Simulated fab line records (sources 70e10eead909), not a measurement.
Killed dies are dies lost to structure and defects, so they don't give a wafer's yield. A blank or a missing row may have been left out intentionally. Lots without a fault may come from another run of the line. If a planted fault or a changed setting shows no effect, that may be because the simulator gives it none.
Struck lot and sound lot, side by side / flow nand-harc / 14 out of 1159 route steps
Sound: wafers L138.2, L138.3, L138.6. Wafers L150.2, L150.4, L150.6 were the ones struck. At the end, the cause is stated.
Order at every step that has rows: each side's tool, ch and its chambers, its first start. Under that, the readings that differ: sound wafers / struck wafers / difference of the means / sigmas: that difference in standard deviations of wafers without a fault.
alike: same words and numbers on both sides, and readings whose means sit less than 2 such deviations apart. not compared: any withheld reading, any reading some wafer has no value for, any bound like >300 that may hide the same value, and any number with overlapping values for which the record gives no deviation.
Wherever a step has rows on one side only, a row that says differs or no value, or a row with sigmas, the two part there. Numbers that have no deviation but don't overlap get no sigmas and don't part them. Lack of a reading on every wafer of one side parts them only where that side has two or more wafers.

NHARC_P_M0_PRE_CLEAN_29: time 30 s.
  sound on pvd-sputter-01; struck on pvd-sputter-01
  alike: heater-power-w
then, 1 step without rows for these wafers: NHARC_P_M0_PVD_20 (deposits TaN, target thk 5 nm, time 8.06 s).
NHARC_P_M0_PVD_21: deposits Cu, target thk 30 nm, time 20.49 s.
  sound on pvd-sputter-01; struck on pvd-sputter-01
  alike: throttle-valve-pct
then, 2 steps without rows for these wafers: NHARC_P_M0_ECD_22 (material Cu, target thk 400 nm); NHARC_P_M0_ANNEAL_30 (time 90 s).
NHARC_P_M0_CMP_23: polishes, t overpolish 20 s, target thk 117.53 nm.
  sound on cmp-04 ch 0,2,3, day 6 11:55; struck on cmp-02 ch 1,2, day 9 08:29
  alike: motor-current-A, time-to-endpoint-s
NHARC_P_M0_THK_MEAS_24: measures by xrf.
  sound: film-metro-01 at day 6 12:12; struck: film-metro-01 at day 9 08:49
  alike: thk-nm
following that, these wafers have no rows for 1 step: NHARC_P_M0_SRD_25.
NHARC_P_M0_INSPECT_27:
  sound: defect-inspect-02 at day 6 12:22; struck: defect-inspect-01 at day 9 08:58
  alike: raw-defect-count
NHARC_P_M0_PRE_CLEAN_31: time 12 s.
  sound on pecvd-02 ch 1,2, day 6 12:26; struck on pecvd-02 ch 0,1,2, day 9 09:05
  alike: heater-power-w
NHARC_P_M0_DEP_32: deposits SiCN, target thk 30 nm.
  sound on pecvd-02 ch 1,2, day 6 12:33; struck on pecvd-02 ch 0,1,2, day 9 09:14
  alike: chamber-pressure-Torr, heater-power-outer-w, heater-power-w
NHARC_P_M1_DEP_00: deposits SiOC, target thk 182.5 nm.
  sound on pecvd-03 ch 0,2, day 6 12:58; struck on pecvd-02 ch 1,2, day 9 09:38
  no value came back on the struck wafers for chamber-pressure-Torr (Torr), rf-fwd-power-W (W); on the sound wafers chamber-pressure-Torr (Torr) reads 4.977 5.010 4.995
then, 1 step without rows for these wafers: NHARC_P_M1_DEHYDRATE_01 (time 120 s).
-- the record jumps here: 16 days lie between the struck wafers' starts before and after (it left off in module P_M1 and takes up again in module END, whose first step shown is number 1159 of the route) --
NHARC_END_SORT_01:
  sound on prober-01 ch 0, day 22 17:50; struck on prober-01 ch 0, day 25 00:21
reading=defect-limited-yield (%); sound=94.1 94.7 96.3; struck=0 0 0; difference=-95; sigmas=-59
reading=killed-at-periphery; sound=2 5 1; struck=634 644 657; difference=+642; sigmas=+99 or more
reading=killed-dies; sound=40 36 25; struck=677 677 677; difference=+643; sigmas=+58
reading=sort_bin_2_pct (%); sound=2.1 1.6 0.7; struck=96.0 96.5 98.2; difference=+95.4; sigmas=+99 or more
reading=sort-n-pass; sound=637 641 652; struck=0 0 0; difference=-643; sigmas=-58
reading=sort-rim-yield-pct (%); sound=99 93 93; struck=0 0 0; difference=-95; sigmas=-28
reading=sort-yield-pct (%); sound=94.1 94.7 96.3; struck=0 0 0; difference=-95; sigmas=-59
  alike: killed-at-array, killed-at-other, killed-open, killed-short, sort_bin_3_pct, sort_bin_4_pct

## WHERE THEY PART
At NHARC_P_M1_DEP_00 first; at NHARC_END_SORT_01 last (within this record only).

WHY: what had been put in by the simulator
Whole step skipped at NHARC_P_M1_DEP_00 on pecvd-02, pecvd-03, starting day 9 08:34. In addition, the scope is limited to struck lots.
